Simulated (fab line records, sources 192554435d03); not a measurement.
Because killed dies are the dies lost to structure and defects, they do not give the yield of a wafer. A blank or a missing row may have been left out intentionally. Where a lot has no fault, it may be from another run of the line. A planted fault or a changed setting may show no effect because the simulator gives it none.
Comparing a struck lot with a sound one | flow n5_finfet | 22 steps out of a route of 1938
Sound: wafers L227.1, L227.2, L227.3. The struck wafers were L209.1, L209.2, L209.3. The cause is given at the end.
Per side, at each step with rows, come the tool, then ch with its chambers, and then its first start. Under that, the readings that differ: sound wafers | struck wafers | difference of the means | sigmas: that difference in standard deviations of wafers without a fault.
alike: readings whose means differ by less than 2 such deviations, and words and numbers that are the same on both sides. not compared: withheld readings, readings that some wafer has no value for, bounds like >300 that may hide the same value, and numbers for which the record gives no deviation and whose values overlap.
The two part at a step that has a row with sigmas, a row that says differs or no value, or rows on one side only. Numbers that don't overlap but have no deviation are shown without sigmas and don't part them. A reading missing from all wafers of one side parts the sides only when that side holds two or more wafers.

first, 8 steps without rows for these wafers: N5_BEOL_M4_CO_CAP_55 (material Co, precursor CCTBA/H2, target thk 2 nm, time 102.1 s); N5_BEOL_M4_PRE_CLEAN_56 (time 15 s); N5_BEOL_M4_DEP_57 (deposits SiCN from 3MS/NH3, target thk 8 nm, time 14 s); N5_BEOL_M5_ILD_DEP_00 (deposits SiCOH lowk from DEMS/porogen, target thk 140.64 nm, time 25.9 s); N5_BEOL_M5_CURE_79 (cures SiCOH lowk, time 240 s); N5_BEOL_M5_PECVD_70 (deposits SiO2 from TEOS/O2, target thk 16 nm, time 18 s); N5_BEOL_M5_HM_DEP_02 (deposits TiN, target thk 20 nm); N5_BEOL_M5_COAT_59 (time 60 s, resist thk 60 nm).
N5_BEOL_M5_COAT_60: time 60 s, resist thk 12 nm.
  sound on litho_track-03 ch 0, day 17 12:05; struck on litho_track-03 ch 0, day 13 03:20
  reading                                    | sound                | struck               | difference | sigmas
  spin_speed_rpm (rpm)                       | 1500.0 1500.5 1500.3 | 1346.6 1345.6 1346.3 | -154.1     | -99 or more
  model.SiARC_of_BEOL_M5_COAT_60.thk_nm (nm) | 12 12 12             | 12.6 12.6 12.6       | +0.6       |
then, 9 steps without rows for these wafers: N5_BEOL_M5_COAT_71 (time 60 s, resist thk 5 nm); N5_BEOL_M5_COAT_05 (resist thk 30 nm); N5_BEOL_M5_EBR_07; N5_BEOL_M5_SOFTBAKE_06 (time 60 s); N5_BEOL_M5_EXPOSE_08 (exposes mask M5, target cd 28 nm); N5_BEOL_M5_PEB_09 (peb time 60 s); N5_BEOL_M5_DEVELOP_10 (develop time 30 s); N5_BEOL_M5_DESCUM_16 (chemistry O2, time 7 s); N5_BEOL_M5_ETCH_72 (etches underlayer in N2/H2, target depth 6.5 nm, time 5.2 s).
N5_BEOL_M5_ETCH_61: etches SiARC in CF4, target depth 15.6 nm, time 26 s.
  sound on rie_diel-02 ch 1,2,3, day 17 12:31; struck on rie_diel-02 ch 0,1,3, day 13 03:54
  reading                  | sound       | struck            | difference | sigmas
  model.etch.depth_nm (nm) | 12 12 11.99 | 12.64 12.69 12.64 | +0.66      |
  alike: drypump_motor_current_A, etch_rf_on_time_s, oes_product_au, rf_fwd_power_W, rf_vpp_V, showerhead_plenum_p_Torr, throttle_valve_pct
  not compared: rf_hours_counter_h
N5_BEOL_M5_ETCH_62: etches SOC in N2/H2, target depth 75 nm, overetch 15 nm, time 112.5 s.
  sound on rie_diel-02 ch 1,2,3, day 17 12:32; struck on rie_diel-02 ch 0,1,3, day 13 03:56
  reading                                    | sound   | struck      | difference | sigmas
  model.SiARC_of_BEOL_M5_COAT_60.thk_nm (nm) | 6.8 7 7 | 7.2 7.6 7.4 | +0.5       |
  alike: drypump_motor_current_A, oes_product_au, rf_fwd_power_W, rf_vpp_V, showerhead_plenum_p_Torr, throttle_valve_pct
  not compared: rf_hours_counter_h
then, 1 step without rows for these wafers: N5_BEOL_M5_STRIP_63 (strips in N2/H2).
N5_PASSIVATION_PROBE_49:
  sound wafers here have rows in the record (prober-02, day 22 02:46); struck ones have none

== WHERE THEY PART ==
At N5_BEOL_M5_COAT_60 first; at N5_PASSIVATION_PROBE_49 last (within this record only).

WHY: what had been put in by the simulator
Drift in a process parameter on litho_track-03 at N5_BEOL_M5_COAT_60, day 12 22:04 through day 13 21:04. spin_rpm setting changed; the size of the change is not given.
